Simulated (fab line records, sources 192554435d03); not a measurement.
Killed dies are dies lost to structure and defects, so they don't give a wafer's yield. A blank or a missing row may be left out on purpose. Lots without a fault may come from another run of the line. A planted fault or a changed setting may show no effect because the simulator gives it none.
fab line records | flow n5_finfet
record lots=7 wafers=19 last_day=19
route steps=1938 shown PMOS_HMC_CHANNEL_EPI@57 PASSIVATION@1936
lots that met no fault: from a run of the same line without faults
start_h: hours from the record's first day to the start of the lot's first wafer shown | wait_h: hours since the lot's step before | " the same as in the row above | L1.1+2: a row that stands for several wafers | - no value, or no start given | * or withheld: withheld | < > ~ a bound
route shown NAME@n: a module of which the file shows steps, and the number in the route of the first | usual: mean/standard deviation of fault-free wafers | same: alike in all rows | chamber/n: place in a boat | sites: the reading at each site | _std_site: their standard deviation | _edge_site: outer sites' mean less inner sites' | radius_mm: how far each site lies from the wafer's centre | mask NAME#n: copy n | behind: the tool/chamber that last shaped the wafer | hold: why the lot was held/for how many hours/how that ended | device: the transistor (n, p or np) that didn't switch | end of line: the same wafers' tests at the end of the route | a step without rows: its recipe alone | killed: dies lost to structure and defects at the first sort, not the wafer's yield | map: a wafer's dies, x killed, . not, _ none there
set.NAME: the setting as run; set.NAME@STEP: as run at that earlier step | model.NAME: the simulator's own value behind a step, which no gauge read
lots at some steps of the route; a table a step, a row a wafer
services: from which hour (start_h, from the record's first day; less than 0 if before it) a tool's chamber was out of use, for how many hours, and why
## steps
# step N5_PMOS_HMC_CHANNEL_EPI_HM_DEP_34
# recipe material=SiO2 target_thk_a=360 temp_c=400 precursor=TEOS/O2 pressure_torr=6.5 rf_w=900 teos_flow_sccm=161.4 gas=O2 flow_sccm=2650 time_s=6.9
# usual heater_power_w=544/93 showerhead_plenum_p_Torr=8.34/0.035 susceptor_temp_C=400.01/0.21 throttle_valve_pct=18.4/0.86
# columns lot.wafer tool chamber start_h wait_h heater_power_w showerhead_plenum_p_Torr susceptor_temp_C throttle_valve_pct
L864.1 pecvd-04 2 34.60 0.0 485 8.38 399.73 17.7
L864.2 " 0 " " 471 8.28 400.05 18.7
L864.4 " 2 " " 486 8.36 399.90 17.9
L871.2 pecvd-02 0 76.78 0.0 560 8.33 399.83 20.1
L871.5 " 0 " " 575 8.36 400.13 20.0
L872.1 pecvd-04 0 82.74 0.0 408 8.31 399.95 18.7
L872.5 " 2 " " 534 8.38 400.06 18.1
L873.1 pecvd-04 0 88.73 0.0 443 8.28 400.24 19.1
L873.5 " 1 " " 548 8.39 400.09 19.6
L873.6 " 0 " " 434 8.26 400.23 18.7
L876.1 pecvd-02 1 106.62 0.0 688 8.33 400.14 18.1
L876.3 " 2 " " 673 8.29 399.93 17.2
L876.6 " 2 " " 673 8.30 399.96 17.1
L877.1 pecvd-02 1 112.46 0.0 719 8.35 400.11 18.2
L877.5 " 2 " " 604 8.28 399.97 17.0
L877.6 " 1 " " 743 8.38 400.21 18.2
L884.2 pecvd-01 2 154.91 0.0 365 8.37 400.11 16.9
L884.3 " 1 " " 423 8.34 399.98 19.3
L884.4 " 2 " " 372 8.37 399.76 16.9
# step N5_PMOS_HMC_CHANNEL_EPI_COAT_31
# recipe resist=BARC temp_c=205 time_s=60 spin_rpm=1500 resist_thk_nm=66
# step N5_PMOS_HMC_CHANNEL_EPI_COAT_03
# recipe resist=CAR-ArF-block spin_rpm=1500 resist_thk_nm=205
# step N5_PMOS_HMC_CHANNEL_EPI_EBR_05
# recipe solvent=PGMEA ebr_width_mm=1.5
# step N5_PMOS_HMC_CHANNEL_EPI_SOFTBAKE_04
# recipe temp_c=110 time_s=60 resist=CAR-ArF-block
# step N5_PMOS_HMC_CHANNEL_EPI_EXPOSE_06
# recipe mask_id=PMOS_HMC_BLK na=1.35 source_shape=conventional sigma_outer=0.8 polarization=unpolarized target_cd_nm=240 dose_mj=41
# step N5_PMOS_HMC_CHANNEL_EPI_PEB_07
# recipe peb_temp_c=110 peb_time_s=60 resist=CAR-ArF-block
# step N5_PMOS_HMC_CHANNEL_EPI_DEVELOP_08
# recipe develop_time_s=30 developer=TMAH resist=CAR-ArF-block dev_temp_c=23 rinse_liquid=diw dry=air_spin
# step N5_PMOS_HMC_CHANNEL_EPI_CD_MEAS_09
# recipe target_cd_nm=237.4 landing_energy_ev=500 detector=se_inlens
# usual cd_nm=238.0/1.1
# columns lot.wafer tool chamber start_h wait_h cd_nm
L864.1 cd_sem-02 0 34.88 - 240.1
L864.2 " 0 " " 238.8
L864.4 " 0 " " 239.7
L871.2 cd_sem-01 0 77.18 - 237.1
L871.5 " 0 " " 238.8
L872.1 cd_sem-02 0 83.15 - 238.8
L872.5 " 0 " " 240.0
L873.1 cd_sem-03 0 89.14 - 236.4
L873.5 " 0 " " 236.0
L873.6 " 0 " " 236.8
L876.1 cd_sem-03 0 107.27 - 237.0
L876.3 " 0 " " 237.1
L876.6 " 0 " " 238.3
L877.1 cd_sem-03 0 112.88 - 237.6
L877.5 " 0 " " 237.4
L877.6 " 0 " " 237.9
L884.2 cd_sem-01 0 155.31 - 235.7
L884.3 " 0 " " 237.6
L884.4 " 0 " " 236.7
# step N5_PMOS_HMC_CHANNEL_EPI_OVL_MEAS_10
# recipe points_per_wafer=44
# usual PMOS_HMC_BLK_OVL=0.1/0.83
# same points_per_wafer=44
# columns lot.wafer tool chamber start_h wait_h PMOS_HMC_BLK_OVL[nm]
L864.1 overlay-01 0 34.91 0.0 -0.1
L864.2 " 0 " " 1.4
L864.4 " 0 " " 1.7
L871.2 overlay-01 0 77.21 0.0 0.8
L871.5 " 0 " " 0.0
L872.1 overlay-01 0 83.18 0.0 0.5
L872.5 " 0 " " 0.6
L873.1 overlay-01 0 89.17 0.0 1.1
L873.5 " 0 " " 1.6
L873.6 " 0 " " 0.1
L876.1 overlay-01 0 107.30 0.0 1.7
L876.3 " 0 " " 1.0
L876.6 " 0 " " -0.8
L877.1 overlay-01 0 112.91 0.0 0.0
L877.5 " 0 " " 0.4
L877.6 " 0 " " -0.6
L884.2 overlay-01 0 155.34 0.0 -1.3
L884.3 " 0 " " 1.0
L884.4 " 0 " " -0.5
# step N5_PMOS_HMC_CHANNEL_EPI_INSPECT_11
# recipe mode=adi inspect_instrument=macro
# usual raw_defect_count=2.0/1.5
# columns lot.wafer tool chamber start_h wait_h raw_defect_count
L864.1 defect_inspect-02 - 34.93 0.0 2
L864.2 " - " " 2
L864.4 " - " " 1
L871.2 defect_inspect-02 - 77.24 0.0 5
L871.5 " - " " 3
L872.1 defect_inspect-01 - 83.20 0.0 1
L872.5 " - " " 9
L873.1 defect_inspect-02 - 89.19 0.0 3
L873.5 " - " " 3
L873.6 " - " " 2
L876.1 defect_inspect-01 - 107.33 0.0 3
L876.3 " - " " 2
L876.6 " - " " 1
L877.1 defect_inspect-01 - 112.93 0.0 2
L877.5 " - " " 3
L877.6 " - " " 0
L884.2 defect_inspect-02 - 155.37 0.0 1
L884.3 " - " " 1
L884.4 " - " " 3
# step N5_PMOS_HMC_CHANNEL_EPI_DESCUM_14
# recipe chemistry=O2 time_s=7.9 source_power_w=50 bias_power_w=20 pressure_mtorr=20 rf_frequency_hz=2.712e+07 temp_c=40 resist=CAR-ArF-block o2_flow_sccm=225
# usual bias_power_w=20.00/0.063 drypump_motor_current_A=5.6/0.33 oes_product_au=0.77/0.066 rf_vpp_V=243.0/1.3 showerhead_plenum_p_Torr=2.09/0.069 throttle_valve_pct=20.65/0.22
# columns lot.wafer tool chamber start_h wait_h bias_power_w drypump_motor_current_A oes_product_au rf_hours_counter_h rf_vpp_V showerhead_plenum_p_Torr throttle_valve_pct
L864.1 rie_diel-01 2 35.45 0.5 20.10 5.5 0.78 124 243.4 2.18 20.67
L864.2 " 3 " " 19.97 6.4 0.77 141 243.7 2.00 20.38
L864.4 " 0 " " 20.03 5.7 0.77 144 243.6 2.12 20.71
L871.2 rie_diel-03 3 77.41 0.2 19.91 5.5 0.78 164 242.6 2.11 20.89
L871.5 " 2 " " 20.02 5.4 0.79 - 242.5 2.11 20.72
L872.1 rie_diel-03 0 83.24 0.0 19.89 5.4 0.76 150 242.9 2.11 20.57
L872.5 " 2 " " 19.91 5.3 0.78 - 244.2 2.11 20.72
L873.1 rie_diel-03 3 89.22 0.0 19.98 5.5 0.76 168 243.4 2.11 20.90
L873.5 " 3 " " 20.00 5.5 0.76 - 243.8 2.11 20.91
L873.6 " 2 " " 20.06 5.3 0.78 - 242.8 2.11 20.73
L876.1 rie_diel-01 0 107.36 0.0 19.97 5.7 0.73 163 242.7 2.11 20.76
L876.3 " 1 " " 19.94 6.0 0.75 162 244.0 2.09 20.65
L876.6 " 1 " " 19.97 6.0 0.75 - 241.6 2.09 20.62
L877.1 rie_diel-01 3 112.97 0.0 19.97 6.4 0.74 161 240.2 1.99 20.43
L877.5 " 0 " " 19.95 5.8 0.73 - 241.3 2.11 20.77
L877.6 " 3 " " 20.08 6.4 0.75 - 241.3 1.99 20.40
L884.2 rie_diel-03 2 155.40 0.0 19.97 5.3 0.77 137 243.6 2.10 20.76
L884.3 " 1 " " 19.96 5.9 0.69 248 242.0 1.96 20.80
L884.4 " 3 " " 19.93 5.5 0.75 189 242.2 2.10 20.92
# step N5_PMOS_HMC_CHANNEL_EPI_ETCH_32
# recipe chemistry=N2/H2 target=BARC stop_on=SiO2 target_depth_a=858 over_etch_frac=0.3 time_s=50.3 ion_energy_ev=200 mask_material=CAR-ArF-block pressure_mtorr=30 source_w=840 bias_w=150 n2_flow_sccm=200 h2_flow_sccm=200
# usual drypump_motor_current_A=5.6/0.33 oes_product_au=0.66/0.054 over_etch_frac=0.3/0 rf_vpp_V=523.5/2.3 showerhead_plenum_p_Torr=2.53/0.08 throttle_valve_pct=18.10/0.2
# columns lot.wafer tool chamber start_h wait_h drypump_motor_current_A oes_product_au over_etch_frac rf_hours_counter_h rf_vpp_V showerhead_plenum_p_Torr throttle_valve_pct model.CAR-ArF-block_of_PMOS_HMC_CHANNEL_EPI_COAT_03.thk_nm
L864.1 rie_diel-01 2 35.49 0.0 5.5 0.67 0.3 124 526.8 2.67 18.17 130.7
L864.2 " 3 " " 6.5 0.65 0.3 141 520.7 2.45 18.00 131
L864.4 " 0 " " 5.7 0.64 0.3 144 525.6 2.56 18.13 131.8
L871.2 rie_diel-03 3 77.45 0.0 5.5 0.60 0.55508 164 524.2 2.53 18.20 120.1
L871.5 " 2 " " 5.3 0.67 0.3 - 524.0 2.54 18.00 131
L872.1 rie_diel-03 0 83.27 0.0 5.4 0.59 0.55508 150 524.0 2.56 18.08 118.2
L872.5 " 2 " " 5.3 0.67 0.3 - 524.8 2.54 17.99 131.5
L873.1 rie_diel-03 3 89.26 0.0 5.5 0.60 0.55508 168 523.8 2.53 18.20 120.8
L873.5 " 3 " " 5.5 0.65 0.3 - 523.4 2.53 18.21 133.7
L873.6 " 2 " " 5.3 0.67 0.3 - 523.1 2.54 18.02 131.5
L876.1 rie_diel-01 0 107.40 0.0 5.7 0.62 0.3 163 524.1 2.55 18.15 131.9
L876.3 " 1 " " 6.0 0.65 0.3 162 523.9 2.54 18.18 134.3
L876.6 " 1 " " 6.0 0.65 0.3 - 523.2 2.54 18.19 133.4
L877.1 rie_diel-01 3 113.00 0.0 6.5 0.63 0.3 161 521.2 2.44 18.06 131.5
L877.5 " 0 " " 5.7 0.63 0.3 - 524.0 2.55 18.16 132.3
L877.6 " 3 " " 6.4 0.64 0.3 - 519.5 2.44 18.04 131.5
L884.2 rie_diel-03 2 155.43 0.0 5.4 0.65 0.3 137 525.5 2.53 18.04 131
L884.3 " 1 " " 5.9 0.60 0.3 248 519.4 2.40 18.36 130.2
L884.4 " 3 " " 5.5 0.64 0.3 189 524.1 2.52 18.24 132.9
# step N5_PMOS_HMC_CHANNEL_EPI_HM_OPEN_15
# recipe chemistry=CHF3/O2 target=SiO2 mask_material=CAR-ArF-block target_depth_a=406 CHF3_flow_sccm=50 O2_flow_sccm=5 Ar_flow_sccm=200 time_s=20.3 pressure_mtorr=30 source_w=650 bias_w=170 ion_energy_ev=200
# usual CHF3_flow_sccm=50.03/0.14 drypump_motor_current_A=5.6/0.33 oes_ar_750_au=0.77/0.061 oes_product_au=0.77/0.064 rf_vpp_V=525/7.5 showerhead_plenum_p_Torr=2.40/0.074 throttle_valve_pct=19.09/0.21
# columns lot.wafer tool chamber start_h wait_h CHF3_flow_sccm drypump_motor_current_A oes_ar_750_au oes_product_au rf_hours_counter_h rf_vpp_V showerhead_plenum_p_Torr throttle_valve_pct model.CAR-ArF-block_of_PMOS_HMC_CHANNEL_EPI_COAT_03.thk_nm
L864.1 rie_diel-01 2 35.53 0.0 49.84 5.5 0.77 0.77 124 524 2.50 19.17 90.34
L864.2 " 3 " " 50.18 6.5 0.76 0.77 141 530 2.31 18.86 89.45
L864.4 " 0 " " 50.16 5.7 0.76 0.75 144 521 2.42 19.07 89.93
L871.2 rie_diel-03 3 77.49 0.0 49.95 5.5 0.77 0.76 164 515 2.41 19.22 79.74
L871.5 " 2 " " 50.10 5.3 0.79 0.79 - 522 2.41 19.14 89.99
L872.1 rie_diel-03 0 83.31 0.0 50.22 5.4 0.77 0.77 150 532 2.42 18.98 77
L872.5 " 2 " " 50.17 5.3 0.78 0.79 - 522 2.41 19.14 90.44
L873.1 rie_diel-03 3 89.30 0.0 50.20 5.5 0.76 0.76 168 516 2.41 19.24 80.16
L873.5 " 3 " " 50.10 5.5 0.76 0.75 - 515 2.41 19.23 93.25
L873.6 " 2 " " 50.03 5.3 0.78 0.79 - 523 2.41 19.14 90.41
L876.1 rie_diel-01 0 107.44 0.0 50.09 5.7 0.73 0.74 163 522 2.41 19.11 90.09
L876.3 " 1 " " 49.82 6.0 0.76 0.76 162 529 2.41 19.15 94.63
L876.6 " 1 " " 50.05 6.0 0.76 0.75 - 528 2.41 19.16 94.31
L877.1 rie_diel-01 3 113.04 0.0 50.13 6.4 0.74 0.75 161 529 2.30 18.90 90.05
L877.5 " 0 " " 50.16 5.7 0.75 0.74 - 523 2.41 19.10 90.22
L877.6 " 3 " " 50.26 6.4 0.74 0.75 - 529 2.30 18.90 90.36
L884.2 rie_diel-03 2 155.48 0.0 49.70 5.4 0.76 0.77 137 522 2.41 19.17 89.8
L884.3 " 1 " " 50.15 5.9 0.70 0.71 248 534 2.27 19.33 89.41
L884.4 " 3 " " 49.86 5.5 0.74 0.75 189 516 2.40 19.27 92.21
# step N5_PMOS_HMC_CHANNEL_EPI_STRIP_33
# recipe chemistry=N2/H2 power_w=500 temp_c=40 pressure_mtorr=50 rf_frequency_hz=6e+07 overash_fraction=0.3 bias_power_w=8 h2_frac=0.5 n2_flow_sccm=300 h2_flow_sccm=300
# usual bias_power_w=8.002/0.027 drypump_motor_current_A=5.6/0.33 oes_product_au=0.77/0.065 rf_vpp_V=54.2/1.7 showerhead_plenum_p_Torr=3.34/0.1 throttle_valve_pct=19.18/0.29
# columns lot.wafer tool chamber start_h wait_h bias_power_w drypump_motor_current_A oes_product_au rf_hours_counter_h rf_vpp_V showerhead_plenum_p_Torr throttle_valve_pct
L864.1 rie_diel-01 2 35.59 0.0 7.944 5.5 0.77 124 53.2 3.52 18.95
L864.2 " 3 " " 8.032 6.5 0.77 141 55.0 3.24 19.19
L864.4 " 0 " " 8.026 5.8 0.75 144 51.9 3.38 19.13
L871.2 rie_diel-03 3 77.55 0.0 7.974 5.5 0.77 164 54.6 3.34 19.44
L871.5 " 2 " " 8.047 5.4 0.79 - 51.8 3.36 18.80
L872.1 rie_diel-03 0 83.37 0.0 7.997 5.4 0.77 150 56.2 3.38 19.46
L872.5 " 2 " " 8.001 5.4 0.79 - 55.1 3.36 18.78
L873.1 rie_diel-03 3 89.36 0.0 7.989 5.5 0.77 168 55.1 3.34 19.44
L873.5 " 3 " " 8.031 5.4 0.76 - 56.0 3.34 19.40
L873.6 " 2 " " 7.990 5.4 0.77 - 54.4 3.36 18.80
L876.1 rie_diel-01 0 107.49 0.0 8.040 5.7 0.74 163 54.7 3.37 19.21
L876.3 " 1 " " 8.052 6.0 0.77 162 54.5 3.36 19.50
L876.6 " 1 " " 8.014 6.0 0.76 - 52.5 3.36 19.50
L877.1 rie_diel-01 3 113.10 0.0 8.034 6.5 0.76 161 54.2 3.23 19.18
L877.5 " 0 " " 7.986 5.7 0.75 - 54.1 3.37 19.18
L877.6 " 3 " " 7.974 6.5 0.76 - 55.5 3.23 19.23
L884.2 rie_diel-03 2 155.53 0.0 8.062 5.3 0.77 137 50.9 3.34 18.86
L884.3 " 1 " " 8.012 5.9 0.70 248 52.3 3.17 19.48
L884.4 " 3 " " 8.000 5.4 0.75 189 55.2 3.33 19.50
# step N5_PASSIVATION_PROBE_49
# usual killed_at_M0_to_M3=36/11 killed_at_M4_up=14/5.2 killed_at_contacts=12/6.1 killed_at_front_end=40/12 killed_at_other=3.2/2.5 killed_dies=105/16 killed_open=68/12 killed_short=35/8.7
# same gross_dies=1180 killed_at_back_side=0
# columns lot.wafer tool chamber start_h wait_h killed_at_M0_to_M3 killed_at_M4_up killed_at_contacts killed_at_front_end killed_at_other killed_dies killed_open killed_short
L864.1 prober-02 - 325.56 0.0 30 5 10 39 5 89 55 30
L864.2 prober-02 - 325.61 0.1 39 6 27 50 3 125 90 33
L864.4 prober-02 - 325.71 0.2 27 8 16 35 1 87 59 27
L877.1 prober-01 - 411.98 0.0 30 9 9 35 1 84 56 28
L877.5 prober-01 - 412.18 0.2 15 14 11 24 6 70 46 23
L877.6 prober-01 - 412.23 0.3 33 7 9 23 2 74 44 29
# killed by level:class
L864.1 BEOL_M1:geometric_particle:open=11 GATE_CUT:geometric_particle:short=9 FIN_SAQP:geometric_particle:open=8 MOL_CONTACT_COAG:geometric_particle:open=8 BEOL_M2:geometric_particle:open=7 GATE_CUT:geometric_particle:open=6 FIN_SAQP:geometric_particle:short=5 BEOL_M0_SAQP:geometric_particle:short=3
L864.2 MOL_CONTACT_COAG:geometric_particle:open=24 FIN_SAQP:geometric_particle:open=20 BEOL_M0_SAQP:geometric_particle:short=9 BEOL_M0_SAQP:geometric_particle:open=8 STI_FIN_REVEAL:geometric_particle:open=8 BEOL_M2:geometric_particle:open=7 BEOL_M0:geometric_particle:open=6 FIN_SAQP:geometric_particle:short=5
L864.4 MOL_CONTACT_COAG:geometric_particle:open=13 FIN_SAQP:geometric_particle:open=11 GATE_CUT:geometric_particle:short=10 BEOL_M1:geometric_particle:open=7 BEOL_M0_SAQP:geometric_particle:open=6 BEOL_M2:geometric_particle:open=5 MOL_CONTACT_COAG:geometric_particle:short=3 BEOL_M0_SAQP:geometric_particle:short=3
L877.1 FIN_SAQP:geometric_particle:open=13 MOL_CONTACT_COAG:geometric_particle:open=8 BEOL_M2:geometric_particle:open=8 FIN_SAQP:geometric_particle:short=6 STI_FIN_REVEAL:geometric_particle:open=6 BEOL_M0_SAQP:geometric_particle:short=6 BEOL_M1:geometric_particle:open=4 DUMMY_GATE:geometric_particle:open=3
L877.5 MOL_CONTACT_COAG:geometric_particle:open=9 FIN_SAQP:geometric_particle:short=7 STI_FIN_REVEAL:geometric_particle:open=7 BEOL_M8:geometric_particle:open=6 BEOL_M3:geometric_particle:open=5 BEOL_M0_SAQP:geometric_particle:short=4 BEOL_M4:geometric_particle:open=4 MIM_TOP:geometric_particle:open=3
L877.6 BEOL_M3:geometric_particle:open=8 BEOL_M0_SAQP:geometric_particle:open=8 FIN_SAQP:geometric_particle:short=7 FIN_SAQP:geometric_particle:open=6 MOL_CONTACT_COAG:geometric_particle:open=4 MOL_CONTACT_COAG:geometric_particle:short=4 BEOL_M0_SAQP:geometric_particle:short=4 BEOL_M0:geometric_particle:open=4
## services
# columns tool chamber start_h hours kind
rie_diel-01 - 17.80 4.0 pm
pecvd-02 0 29.58 9.6 repair
rie_diel-03 3 40.81 3.0 repair
pecvd-04 0 49.43 5.7 repair
rie_diel-01 1 60.30 3.8 repair
pecvd-04 - 66.74 2.8 pm
rie_diel-03 2 73.79 3.4 repair
pecvd-02 0 95.08 30.5 repair
rie_diel-03 0 96.09 2.1 repair
pecvd-01 2 108.94 - clean
pecvd-01 2 108.94 - consumable_replace:showerhead
pecvd-01 2 108.94 29.0 scheduled_down
pecvd-01 2 108.94 29.0 vent_cycle
pecvd-01 0 113.98 2.1 scheduled_down
rie_diel-03 1 123.37 2.8 repair
rie_diel-01 1 129.06 5.2 repair
pecvd-02 1 138.98 2.1 scheduled_down
rie_diel-01 1 149.61 2.3 repair
rie_diel-01 2 150.61 2.8 repair
## key
first_sign step=N5_PMOS_HMC_CHANNEL_EPI_ETCH_32 reading=over_etch_frac direction=up sigmas=99+ usual=0.3 struck=0.55508
effect none on later readings
model_effect step=N5_PMOS_HMC_CHANNEL_EPI_ETCH_32 value=CAR-ArF-block_of_PMOS_HMC_CHANNEL_EPI_COAT_03.thk_nm without=132.6 struck=119.7
model_effect step=N5_PMOS_HMC_CHANNEL_EPI_HM_OPEN_15 value=CAR-ArF-block_of_PMOS_HMC_CHANNEL_EPI_COAT_03.thk_nm without=91.87 struck=78.97
met_at N5_PMOS_HMC_CHANNEL_EPI_ETCH_32
struck_wafers L871.2,L872.1,L873.1
tester_left_out L871,L872,L873
fault kind=process_parameter_drift tool=rie_diel-03 chamber=- onset_h=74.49 steps=N5_PMOS_HMC_CHANNEL_EPI_ETCH_32 channel=over_etch_frac offset=0.25508 shape=step end_h=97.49 scope=struck_wafers_only acts_in=these_recipes_only stated=0.3
# tester_left_out: of these lots the tester's yield and bins aren't shown, on N5 and GAA mostly nor the transistor test; their killed dies are dies lost to structure and defects alone, not to doping, threshold or leakage, so they don't give the yield
